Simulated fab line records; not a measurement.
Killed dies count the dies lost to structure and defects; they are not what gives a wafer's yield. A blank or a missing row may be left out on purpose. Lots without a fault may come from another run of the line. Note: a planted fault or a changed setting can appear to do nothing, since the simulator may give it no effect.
Which tool was responsible? | flow nand_harc | 13 lots, 33 wafers sampled, at 6 steps of a route of 1302

## WHAT THE GAUGES READ, wafer by wafer
NHARC_P_STI_OCD_MEAS_43. Usual: trench_depth_nm 301 nm, standard deviation 3.9; trench_foot_cd_nm 157 nm, standard deviation 4.1.
lot  | measured     | on     | trench_depth_nm (nm) | trench_foot_cd_nm (nm) | flag
L667 | day 2 22:42  | ocd-02 | 296 295 299          | 162 161 164            |
L668 | day 3 09:35  | ocd-02 | 301 293 296          | 152 154 156            |
L669 | day 3 18:25  | ocd-01 | 294 293 293          | 163 160 165            |
L672 | day 4 23:05  | ocd-01 | 304 304 305          | 152 155 156            |
L674 | day 5 19:20  | ocd-02 | 297 305 301          | 154 156 154            |
L675 | day 6 04:50  | ocd-01 | 295 305 292          | 158 154 151            |
L677 | day 6 23:30  | ocd-02 | 298 300 303          | 155 152 155            |
L678 | day 7 09:02  | ocd-02 | 298                  | 153                    |
L679 | day 7 19:31  | ocd-02 | 308                  | 163                    |
L680 | day 8 07:16  | ocd-02 | 303                  | 155                    |
L688 | day 11 17:41 | ocd-01 | 301 304 299          | 157 157 159            |
L689 | day 12 01:49 | ocd-02 | 297 301 298          | 152 156 155            |
L690 | day 12 14:40 | ocd-01 | 293 304 295          | 160 158 161            |

NHARC_P_GATE_CD_MEAS_26: target cd 120 nm. Usual: cd_nm 120.1 nm, standard deviation 0.71.
lot  | measured     | on        | cd_nm (nm)        | flag
L667 | day 5 07:05  | cd_sem-02 | 119.4 121.0 119.7 |
L668 | day 5 10:58  | cd_sem-03 | 120.0 120.4 119.1 |
L669 | day 6 04:23  | cd_sem-03 | 120.5 119.3 119.8 |
L672 | day 7 02:12  | cd_sem-02 | 119.8 120.1 119.5 |
L674 | day 8 01:28  | cd_sem-02 | 120.3 120.7 121.7 |
L675 | day 8 05:57  | cd_sem-01 | 120.2 121.4 120.6 |
L677 | day 9 05:39  | cd_sem-02 | 118.9 119.4 120.1 |
L678 | day 9 16:29  | cd_sem-01 | 120.4             |
L679 | day 9 22:16  | cd_sem-01 | 119.1             |
L680 | day 10 08:50 | cd_sem-03 | 120.6             |
L688 | day 14 04:46 | cd_sem-02 | 121.2 120.6 120.1 |
L689 | day 14 07:30 | cd_sem-02 | 120.6 121.5 120.7 |
L690 | day 14 18:13 | cd_sem-02 | 120.0 120.7 120.6 |

NHARC_END_SORT_01. Usual: killed_at_array 54, standard deviation 17; killed_at_other 0.7, standard deviation 1; killed_at_periphery 3.7, standard deviation 2.9; killed_dies 58, standard deviation 16; killed_open 3.2, standard deviation 1.9; killed_short 2.2, standard deviation 1.5.
lot  | measured     | on        | killed_at_array | killed_at_other | killed_at_periphery | killed_dies | killed_open | killed_short | flag
L678 | day 30 11:57 | prober-01 | 45              | 0               | 31                  | 76          | 0           | 2            | OFF
L679 | day 29 02:26 | prober-02 | 26              | 5               | 30                  | 61          | 2           | 2            | OFF
L680 | day 29 11:16 | prober-01 | 45              | 0               | 34                  | 79          | 1           | 4            | OFF

## WHAT TOOL EACH LOT RAN ON (gives the tool, then ch and the chambers of the sampled wafers, and finally the start)
lot  | NHARC_P_STI_HDPCVD_20          | NHARC_P_GATE_DESCUM_31             | NHARC_P_GATE_STRIP_108
L667 | hdpcvd-01 ch 0,1, day 3 08:32  | rie_diel-01 ch 0,1, day 5 07:16    | rie_diel-02 ch 0,2,3, day 5 07:55
L668 | hdpcvd-01 ch 0,1, day 3 17:14  | rie_diel-01 ch 1,2, day 5 11:08    | rie_diel-02 ch 0,1,3, day 5 11:52
L669 | hdpcvd-01 ch 1, day 4 05:56    | rie_diel-08 ch 0,1, day 6 04:35    | rie_diel-08 ch 0,1,3, day 6 05:12
L672 | hdpcvd-01 ch 0,1, day 5 07:08  | rie_diel-08 ch 0,3, day 7 02:23    | rie_diel-08 ch 0,1,3, day 7 03:02
L674 | hdpcvd-01 ch 1, day 6 04:27    | rie_diel-02 ch 0,1,2, day 8 01:40  | rie_diel-08 ch 1,3, day 8 02:16
L675 | hdpcvd-01 ch 0,1, day 6 12:32  | rie_diel-01 ch 0,1,2, day 8 06:09  | rie_diel-08 ch 0,2, day 8 06:46
L677 | hdpcvd-01 ch 0,1, day 7 07:26  | rie_diel-02 ch 0,2,3, day 9 05:52  | rie_diel-01 ch 1,2, day 9 06:28
L678 | hdpcvd-01 ch 0, day 7 18:55    | rie_diel-08 ch 0, day 9 21:09      | rie_diel-08 ch 2, day 9 21:53
L679 | hdpcvd-01 ch 0, day 8 04:46    | rie_diel-08 ch 0, day 10 01:50     | rie_diel-01 ch 0, day 10 02:38
L680 | hdpcvd-01 ch 0, day 8 15:31    | rie_diel-08 ch 1, day 10 12:37     | rie_diel-08 ch 0, day 10 13:16
L688 | hdpcvd-01 ch 1, day 12 02:29   | rie_diel-08 ch 0,3, day 14 04:56   | rie_diel-01 ch 0,2,3, day 14 05:36
L689 | hdpcvd-01 ch 0,1, day 12 10:14 | rie_diel-08 ch 0,1,2, day 14 07:41 | rie_diel-01 ch 0,1,2, day 14 08:19
L690 | hdpcvd-01 ch 0,1, day 12 23:56 | rie_diel-01 ch 2,3, day 14 18:24   | rie_diel-08 ch 0,3, day 14 19:03
- NHARC_P_STI_HDPCVD_20: deposits SiO2.
- NHARC_P_GATE_DESCUM_31: chemistry O2, time 3 s.
- NHARC_P_GATE_STRIP_108: strips in O2.

## AS READ BY THE TOOLS THEMSELVES (means over the sampled wafers that have a number; for cases with no such wafer, the mark the record gives instead)
NHARC_P_GATE_DESCUM_31. Usual: drypump_motor_current_A 5.7 A, standard deviation 0.41; oes_product_au 1.004 a.u., standard deviation 0.017; rf_vpp_V 57.9 V, standard deviation 1; showerhead_plenum_p_Torr 1.94 Torr, standard deviation 0.076; throttle_valve_pct 11.311 %, standard deviation 0.008.
lot  | tool        | drypump_motor_current_A (A) | oes_product_au (a.u.) | rf_vpp_V (V) | showerhead_plenum_p_Torr (Torr) | throttle_valve_pct (%) | flag
L667 | rie_diel-01 | 6.0                         | 1.012                 | 59.1         | 2.02                            | 11.316                 |
L668 | rie_diel-01 | 6.1                         | 1.015                 | 57.9         | 1.96                            | 11.310                 |
L669 | rie_diel-08 | 5.5                         | 1.000                 | 57.4         | 1.96                            | 11.307                 |
L672 | rie_diel-08 | 5.2                         | 1.010                 | 58.5         | 1.99                            | 11.312                 |
L674 | rie_diel-02 | 5.5                         | 1.001                 | 57.0         | 1.87                            | 11.309                 |
L675 | rie_diel-01 | 5.9                         | 1.002                 | 56.7         | 1.98                            | 11.304                 |
L677 | rie_diel-02 | 5.7                         | 0.999                 | 58.2         | 1.87                            | 11.312                 |
L678 | rie_diel-08 | 5.1                         | 0.961                 | 59.1         | 1.97                            | 11.317                 |
L679 | rie_diel-08 | 5.1                         | 0.981                 | 56.7         | 1.97                            | 11.310                 |
L680 | rie_diel-08 | 6.3                         | 1.011                 | 59.6         | 1.93                            | 11.305                 |
L688 | rie_diel-08 | 5.2                         | 0.999                 | 58.8         | 1.99                            | 11.303                 |
L689 | rie_diel-08 | 5.5                         | 1.008                 | 58.0         | 1.95                            | 11.313                 |
L690 | rie_diel-01 | 5.6                         | 0.984                 | 57.4         | 1.94                            | 11.316                 |

NHARC_P_GATE_STRIP_108. Usual: drypump_motor_current_A 5.6 A, standard deviation 0.42; oes_product_au 1.004 a.u., standard deviation 0.016; rf_vpp_V 57.9 V, standard deviation 0.88; showerhead_plenum_p_Torr 3.58 Torr, standard deviation 0.13; throttle_valve_pct 17.036 %, standard deviation 0.01.
lot  | tool        | drypump_motor_current_A (A) | oes_product_au (a.u.) | rf_vpp_V (V) | showerhead_plenum_p_Torr (Torr) | throttle_valve_pct (%) | flag
L667 | rie_diel-02 | 5.8                         | 1.000                 | 58.2         | 3.45                            | 17.043                 |
L668 | rie_diel-02 | 5.6                         | 1.009                 | 56.6         | 3.34                            | 17.029                 |
L669 | rie_diel-08 | 5.6                         | 1.007                 | 58.4         | 3.65                            | 17.033                 |
L672 | rie_diel-08 | 5.6                         | 1.004                 | 58.0         | 3.65                            | 17.035                 |
L674 | rie_diel-08 | 6.0                         | 0.999                 | 58.0         | 3.62                            | 17.036                 |
L675 | rie_diel-08 | 5.2                         | 1.010                 | 57.9         | 3.59                            | 17.046                 |
L677 | rie_diel-01 | 6.1                         | 1.008                 | 58.2         | 3.60                            | 17.037                 |
L678 | rie_diel-08 | 5.2                         | 1.033                 | 58.2         | 3.57                            | 17.052                 |
L679 | rie_diel-01 | 5.8                         | 1.008                 | 58.5         | 3.74                            | 17.027                 |
L680 | rie_diel-08 | 5.1                         | 0.978                 | 58.3         | 3.62                            | 17.050                 |
L688 | rie_diel-01 | 5.7                         | 0.993                 | 57.6         | 3.64                            | 17.032                 |
L689 | rie_diel-01 | 5.9                         | 0.994                 | 57.9         | 3.64                            | 17.038                 |
L690 | rie_diel-08 | 5.3                         | 1.013                 | 57.9         | 3.70                            | 17.043                 |

## THE ANSWER, worked out from the rows above alone
Rule: take the mean of a lot's wafers that have a number; if it is more than 3 standard deviations from the usual mean, the lot is off. A lot without any number at a reading at which 4 lots or more have one is off too. Where the step has rows for the other lots, those lots are counted as sound. First the gauges in route order, then the tools' own readings, where a lot's mean is used as printed above. At the first step where some lot is off, the reading lying furthest off is the one used; lots without a number count as furthest.
Off: L678, L679, L680, at NHARC_END_SORT_01 (killed_at_periphery). Neither off nor sound, because the step has no rows for them: L667, L668, L669, L672, L674, L675, L677, L688, L689, L690.
A tool fits if, at a process step before that reading, it ran every lot that is off, and no sound lot after the first of them. The gauges at NHARC_END_SORT_01 are tried like those tools. This does not decide it: 2 tools fit, namely hdpcvd-01 at NHARC_P_STI_HDPCVD_20 and rie_diel-08 at NHARC_P_GATE_DESCUM_31.

## WHAT THE SIMULATOR PUT IN
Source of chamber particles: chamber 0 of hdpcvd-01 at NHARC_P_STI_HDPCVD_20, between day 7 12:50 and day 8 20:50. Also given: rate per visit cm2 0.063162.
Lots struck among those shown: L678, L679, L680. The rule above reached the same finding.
